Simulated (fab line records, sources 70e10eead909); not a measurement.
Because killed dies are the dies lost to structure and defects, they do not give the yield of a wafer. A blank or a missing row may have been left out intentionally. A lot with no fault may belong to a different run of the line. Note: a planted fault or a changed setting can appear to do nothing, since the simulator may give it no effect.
Which tool is to blame? + flow nandHarc + 11 lots, 30 wafers sampled, at 2 steps of a route of 1302

WHAT EACH GAUGE READ, for each wafer
NHARC_A_BLC_CD_MEAS_19.
| lot  | measured     | on       | cdNm (nm)         |
|------|--------------|----------|-------------------|
| L399 | day 23 18:36 | cdSem-03 | 101.6 96.3 98.8   |
| L398 | day 23 19:22 | cdSem-03 | 100.9 101.3 100.2 |
| L402 | day 24 20:10 | cdSem-01 | 101.7 98.5 103.0  |
| L405 | day 26 02:09 | cdSem-01 | 101.5 98.7 102.5  |
| L406 | day 26 06:25 | cdSem-02 | 99.8 101.2 99.5   |
| L408 | day 27 06:59 | cdSem-01 | 100.4 99.5 99.5   |
| L409 | day 27 14:59 | cdSem-03 | 100.2 100.3 101.5 |
| L415 | day 30 05:10 | cdSem-01 | 104.2 101.6 102.8 |
| L418 | day 30 11:47 | cdSem-02 | 91.6 93.8         |
| L417 | day 30 19:48 | cdSem-02 | 92.9 100.5        |
| L419 | day 31 15:41 | cdSem-02 | 96.9 95.2         |

EACH LOT AND THE TOOL THAT RAN IT (in order: tool; ch and the chambers of the sampled wafers; start)
| lot  | NHARC_A_BLC_ETCH_17               |
|------|-----------------------------------|
| L399 | rieDiel-12 ch 0,1,2, day 23 17:51 |
| L398 | rieDiel-10 ch 1,2,3, day 23 18:34 |
| L402 | rieDiel-12 ch 1,2,3, day 24 19:23 |
| L405 | rieDiel-12 ch 0,1,3, day 26 01:05 |
| L406 | rieDiel-12 ch 0,3, day 26 05:38   |
| L408 | rieDiel-03 ch 1,2,3, day 27 06:12 |
| L409 | rieDiel-12 ch 1,2,3, day 27 14:14 |
| L415 | rieDiel-10 ch 1,2, day 30 04:25   |
| L418 | rieDiel-12 ch 1,2, day 30 10:59   |
| L417 | rieDiel-12 ch 0,1, day 30 19:05   |
| L419 | rieDiel-12 ch 2,3, day 31 14:56   |
- NHARC_A_BLC_ETCH_17: etches the open film in N2/H2, target depth 390 nm, time 609.38 s.

WHAT THE TOOLS THEMSELVES READ (means of the sampled wafers that have a number; where no wafer has one, the mark that the record gives instead)
NHARC_A_BLC_ETCH_17.
| lot  | tool       | chamberPressureMTorr (mTorr) | drypumpMotorCurrentA (A) | n2FlowSccm (sccm) | oesProductAu (a.u.) | rfFwdPowerW (W) | rfVppV (V) | runLengthS (s) | showerheadPlenumPTorr (Torr) | throttleValvePct (%) |
|------|------------|------------------------------|--------------------------|-------------------|---------------------|-----------------|------------|----------------|------------------------------|----------------------|
| L399 | rieDiel-12 | 30.02                        | 5.5                      | 149.8             | 0.991               | 398.6           | 432.1      | 630.4          | 2.09                         | 14.174               |
| L398 | rieDiel-10 | 30.00                        | 6.2                      | 150.0             | 1.004               | 399.5           | 432.0      | 630.9          | 2.07                         | 14.166               |
| L402 | rieDiel-12 | 30.01                        | 5.5                      | 150.1             | 0.994               | 401.3           | 431.3      | 630.6          | 2.08                         | 14.177               |
| L405 | rieDiel-12 | 30.01                        | 5.7                      | 150.0             | 0.994               | 399.9           | 432.2      | 630.4          | 2.12                         | 14.168               |
| L406 | rieDiel-12 | 30.02                        | 5.9                      | 149.5             | 0.988               | 399.5           | 433.1      | 630.4          | 2.14                         | 14.167               |
| L408 | rieDiel-03 | 30.02                        | 5.7                      | 150.2             | 0.997               | 400.0           | 428.7      | 630.5          | 1.98                         | 14.175               |
| L409 | rieDiel-12 | 30.00                        | 5.5                      | 150.2             | 1.002               | 399.9           | 431.6      | 630.7          | 2.07                         | 14.185               |
| L415 | rieDiel-10 | 29.97                        | 6.0                      | 149.8             | 1.008               | 398.8           | 431.6      | 630.6          | 2.09                         | 14.166               |
| L418 | rieDiel-12 | 29.97                        | 5.2                      | 149.8             | 0.998               | 398.0           | 430.4      | 936.5          | 2.04                         | 14.171               |
| L417 | rieDiel-12 | 29.99                        | 5.5                      | 150.2             | 0.995               | 399.0           | 432.5      | 782.9          | 2.10                         | 14.181               |
| L419 | rieDiel-12 | 30.01                        | 5.6                      | 150.3             | 0.993               | 399.5           | 431.4      | 783.5          | 2.08                         | 14.168               |

THE ANSWER, worked out from the rows above alone
Rule: the lots themselves supply what counts as usual. Put in order of their means at a reading, lots are off if they are a third of the lots or fewer, leave a main group of 4 or more, and stand apart from it by a gap of 3 or more times the standard deviation of the main group's means; of several such gaps the widest counts. The tables above print the reading to a certain number of digits; a main group whose means all agree to those digits is not used. A lot without any number at a reading at which 4 lots or more have one is off too. Where the step has rows for the other lots, those lots are counted as sound. The gauges are gone through in route order, then the tools' own readings, and for those a lot's mean is taken as printed above. At the first step where some lot is off, the reading lying furthest off is the one used; lots without a number count as furthest.
Off: L418, L417, L419 (NHARC_A_BLC_ETCH_17, runLengthS). Main group: mean 630.6 s, sd 0.17.
A tool fits if, at that step or a process step before it, it ran every lot that is off, and no sound lot after the first of them. One candidate fits, namely rieDiel-12 at NHARC_A_BLC_ETCH_17. A fault onset in the window from L409 (day 27 14:14, its last sound lot) to L418 (day 30 10:59, its first lot off) fits.
On the lots that are off, the tool's own readings at NHARC_A_BLC_ETCH_17 differ by more than 5 times the standard deviation of the sound lots' means, which bears it out; runLengthS reads 834.3 s there versus 630.6 s on the sound lots.

WHAT THE SIMULATOR HAD PUT IN
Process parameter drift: rieDiel-12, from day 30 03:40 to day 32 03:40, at NHARC_A_BLC_ETCH_17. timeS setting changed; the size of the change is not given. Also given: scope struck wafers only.
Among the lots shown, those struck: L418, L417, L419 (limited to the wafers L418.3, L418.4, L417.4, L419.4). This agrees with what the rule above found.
